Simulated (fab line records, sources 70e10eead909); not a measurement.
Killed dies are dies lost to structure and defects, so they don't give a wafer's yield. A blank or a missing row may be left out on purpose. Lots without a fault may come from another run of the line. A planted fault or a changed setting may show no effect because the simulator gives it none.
Which tool did it? | flow nand_harc | 13 lots, 39 wafers sampled, at 6 steps of a route of 1302

WHAT THE GAUGES READ, wafer by wafer
NHARC_P_ZERO_WELL_CD_MEAS_52: target cd 2000 nm.
lot  | measured     | on        | cd_nm (nm)
L620 | day 2 12:00  | cd_sem-01 | 1999.1 2002.2 1997.1
L621 | day 2 21:48  | cd_sem-02 | 1994.4 1991.7 1995.7
L622 | day 3 07:36  | cd_sem-01 | 1998.9 2004.5 1996.1
L625 | day 4 17:37  | cd_sem-03 | 2000.3 1994.7 2004.2
L626 | day 4 23:42  | cd_sem-01 | 2005.6 2000.3 1999.3
L627 | day 5 10:16  | cd_sem-03 | 1999.3 1996.0 1995.5
L628 | day 5 19:38  | cd_sem-01 | 1996.0 1997.8 1998.0
L629 | day 6 05:53  | cd_sem-03 | 1906.4 1904.3 1907.3
L630 | day 6 15:45  | cd_sem-01 | 2000.0 1995.9 1999.9
L639 | day 10 09:47 | cd_sem-03 | 1998.8 2003.7 1996.6
L640 | day 10 21:20 | cd_sem-02 | 2000.0 1998.7 1996.3
L641 | day 11 05:37 | cd_sem-03 | 2004.4 2001.9 2003.7
L642 | day 11 15:41 | cd_sem-02 | 2001.7 2003.2 1999.3

NHARC_P_ZERO_WELL_INSPECT_43.
lot  | measured     | on                | raw_defect_count
L620 | day 2 13:49  | defect_inspect-01 | 11 8 8
L621 | day 2 23:37  | defect_inspect-02 | 7 10 12
L622 | day 3 09:32  | defect_inspect-01 | 15 10 11
L625 | day 4 19:25  | defect_inspect-01 | 15 4 7
L626 | day 5 01:42  | defect_inspect-01 | 6 8 15
L627 | day 5 12:04  | defect_inspect-01 | 23 28 19
L628 | day 5 21:27  | defect_inspect-01 | 9 12 4
L629 | day 6 07:43  | defect_inspect-02 | 12 12 11
L630 | day 6 17:35  | defect_inspect-02 | 12 17 11
L639 | day 10 11:43 | defect_inspect-02 | 13 19 13
L640 | day 10 23:08 | defect_inspect-01 | 12 29 13
L641 | day 11 07:26 | defect_inspect-02 | 8 9 15
L642 | day 11 17:29 | defect_inspect-01 | 8 24 19

NHARC_P_STI_CD_MEAS_09: target cd 200 nm.
lot  | measured     | on        | cd_nm (nm)
L620 | day 3 09:16  | cd_sem-03 | 196.3 196.1 199.6
L621 | day 3 14:44  | cd_sem-01 | 202.1 196.9 197.2
L622 | day 4 01:53  | cd_sem-03 | 193.5 195.5 197.5
L625 | day 5 09:54  | cd_sem-03 | 194.0 198.5 196.3
L626 | day 5 16:37  | cd_sem-01 | 201.0 197.1 200.6
L627 | day 6 05:39  | cd_sem-02 | 199.3 191.4 190.6
L628 | day 6 11:52  | cd_sem-02 | 195.6 200.1 198.6
L629 | day 7 00:42  | cd_sem-03 | 195.3 192.8 192.5
L630 | day 7 08:49  | cd_sem-03 | 195.9 200.1 200.6
L639 | day 11 03:07 | cd_sem-03 | 200.1 201.7 195.0
L640 | day 11 14:45 | cd_sem-02 | 197.6 200.1 199.3
L641 | day 11 22:33 | cd_sem-02 | 199.1 193.7 195.0
L642 | day 12 07:52 | cd_sem-03 | 196.2 200.8 197.8

NHARC_END_SORT_01.
lot  | measured     | on        | killed_at_array | killed_at_other | killed_at_periphery | killed_dies | killed_open | killed_short
L628 | day 28 06:05 | prober-01 | 71 74 63        | 4 6 5           | 1 2 2               | 76 82 70    | 3 1 4       | 1 4 0

WHICH TOOL RAN EACH LOT (tool, then ch and the chambers of the sampled wafers, then the start)
lot  | NHARC_P_ZERO_WELL_EXPOSE_49       | NHARC_P_STI_DESCUM_14
L620 | krf_scanner-04 ch 0, day 2 11:50  | rie_diel-07 ch 1,2,3, day 3 09:33
L621 | krf_scanner-03 ch 0, day 2 21:38  | rie_diel-05 ch 1,2, day 3 15:00
L622 | krf_scanner-02 ch 0, day 3 07:26  | rie_diel-05 ch 1,2,3, day 4 02:09
L625 | krf_scanner-04 ch 0, day 4 17:27  | rie_diel-05 ch 0,2, day 5 10:10
L626 | krf_scanner-04 ch 0, day 4 23:32  | rie_diel-05 ch 0,1,2, day 5 16:53
L627 | krf_scanner-04 ch 0, day 5 10:06  | rie_diel-05 ch 0,2, day 6 05:55
L628 | krf_scanner-02 ch 0, day 5 19:29  | rie_diel-05 ch 0,1, day 6 12:08
L629 | krf_scanner-04 ch 0, day 6 05:44  | rie_diel-05 ch 0,2,3, day 7 00:58
L630 | krf_scanner-02 ch 0, day 6 15:35  | rie_diel-05 ch 0,1,2, day 7 09:05
L639 | krf_scanner-04 ch 0, day 10 09:38 | rie_diel-11 ch 1,2,3, day 11 03:23
L640 | krf_scanner-04 ch 0, day 10 21:11 | rie_diel-05 ch 0,3, day 11 15:01
L641 | krf_scanner-04 ch 0, day 11 05:28 | rie_diel-07 ch 0,3, day 11 23:06
L642 | krf_scanner-02 ch 0, day 11 15:31 | rie_diel-07 ch 0,1,3, day 12 08:08
- NHARC_P_ZERO_WELL_EXPOSE_49: exposes mask P HVPW, target cd 2000 nm.
- NHARC_P_STI_DESCUM_14: chemistry O2, time 3 s.

WHAT THE TOOLS THEMSELVES READ (means of the sampled wafers that have a number; where no wafer has one, the mark that the record gives instead)
NHARC_P_STI_DESCUM_14.
lot  | tool        | drypump_motor_current_A (A) | oes_product_au (a.u.) | rf_vpp_V (V) | showerhead_plenum_p_Torr (Torr) | throttle_valve_pct (%)
L620 | rie_diel-07 | 5.7                         | 0.996                 | 58.2         | 1.99                            | 11.306
L621 | rie_diel-05 | 5.2                         | 0.993                 | 57.5         | 1.94                            | 11.314
L622 | rie_diel-05 | 5.4                         | 1.002                 | 57.7         | 1.98                            | 11.307
L625 | rie_diel-05 | 5.4                         | 1.013                 | 57.7         | 2.02                            | 11.310
L626 | rie_diel-05 | 5.4                         | 1.009                 | 57.9         | 1.98                            | 11.316
L627 | rie_diel-05 | 5.7                         | 1.018                 | 57.9         | 2.02                            | 11.306
L628 | rie_diel-05 | 5.7                         | 1.013                 | 58.8         | 1.99                            | 11.309
L629 | rie_diel-05 | 5.6                         | 1.016                 | 58.8         | 2.02                            | 11.318
L630 | rie_diel-05 | 5.4                         | 1.006                 | 58.2         | 1.98                            | 11.316
L639 | rie_diel-11 | 5.5                         | 1.002                 | 57.5         | 1.93                            | 11.316
L640 | rie_diel-05 | 5.8                         | 1.004                 | 58.0         | 2.01                            | 11.301
L641 | rie_diel-07 | 6.0                         | 0.994                 | 57.9         | 2.05                            | 11.319
L642 | rie_diel-07 | 6.0                         | 1.001                 | 58.1         | 2.01                            | 11.306

THE ANSWER, worked out from the rows above alone
Rule: what is usual is taken from the lots themselves. Put in order of their means at a reading, lots are off if they are a third of the lots or fewer, leave a main group of 4 or more, and stand apart from it by a gap of 3 or more times the standard deviation of the main group's means; of several such gaps the widest counts. A main group whose means are all the same, to the digits that the tables above print for the reading, isn't used. A lot without any number at a reading at which 4 lots or more have one is off too. The other lots that the step has rows for count as sound. The gauges are gone through in route order, then the tools' own readings, and for those a lot's mean is taken as printed above. The first step at which some lot is off is used, and at that step the reading that is off furthest; a lot without a number counts as furthest.
Off: L629, at NHARC_P_ZERO_WELL_CD_MEAS_52 (cd_nm). The main group: mean 1999.2 nm, standard deviation 2.4.
A tool fits if, at a process step before that reading, it ran every lot that is off, and no sound lot after the first of them. The gauges at NHARC_P_ZERO_WELL_CD_MEAS_52 are tried like those tools. None of those tried fits.

WHAT THE SIMULATOR HAD PUT IN
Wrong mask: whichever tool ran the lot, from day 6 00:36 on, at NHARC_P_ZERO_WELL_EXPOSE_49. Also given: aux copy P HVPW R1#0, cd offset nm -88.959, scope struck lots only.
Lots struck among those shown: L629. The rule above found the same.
